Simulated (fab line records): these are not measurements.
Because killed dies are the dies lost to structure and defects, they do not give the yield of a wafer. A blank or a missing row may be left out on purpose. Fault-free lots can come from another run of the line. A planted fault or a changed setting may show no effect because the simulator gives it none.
Chamber matching | flow n5-finfet | N5_ILD0_CMP_12 on cmp-04 has 4 sister chambers
The step polishes SiNx, stops on poly-Si, t overpolish 6 s, target thk 17.67 nm. 4 wafers are shown with their chamber, then 9 later ones without.

WAFERS PAIRED WITH THEIR CHAMBERS
wafer  | chamber | motor-current-A (A)
L084.1 | 3       | 9.1
L086.1 | 0       | 9.8
L086.2 | 1       | 10.0
L086.3 | 2       | 8.5

WAFERS MISSING THEIR CHAMBER
wafer  | motor-current-A (A)
L089.2 | 10.1
L089.3 | 8.5
L089.6 | 10.7
L090.1 | 8.7
L090.2 | 8.5
L090.6 | 10.0
L094.2 | 10.3
L094.3 | 8.9
L094.5 | 10.2

EACH ONE'S CHAMBER
wafer  | from the rows above     | in truth
L089.2 | can't be placed: 1 or 0 | 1
L089.3 | 2                       | 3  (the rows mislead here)
L089.6 | can't be placed: 1 or 0 | 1
L090.1 | can't be placed: 2 or 3 | 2
L090.2 | 2                       | 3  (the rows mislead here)
L090.6 | can't be placed: 1 or 0 | 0
L094.2 | can't be placed: 1 or 0 | 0
L094.3 | can't be placed: 3 or 2 | 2
L094.5 | can't be placed: 1 or 0 | 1
Placed correctly: 0 of 9. Unplaceable from these rows: 7, with the true chamber sitting among the candidates in 7. 2 placed wrongly.
How it was worked out, from the rows above alone: a wafer's distance from a chamber is the root of the sum, over the readings, of the square of ((its reading less the chamber's mean) divided by the reading's scatter). The wafer belongs to the nearest chamber; if the next one is less than 2 further off, it can't be placed. A chamber's mean is the mean of its shown wafers. The scatter: with one shown wafer a chamber, the root of the mean of the squares of how far each hidden wafer lies from its nearest shown one.
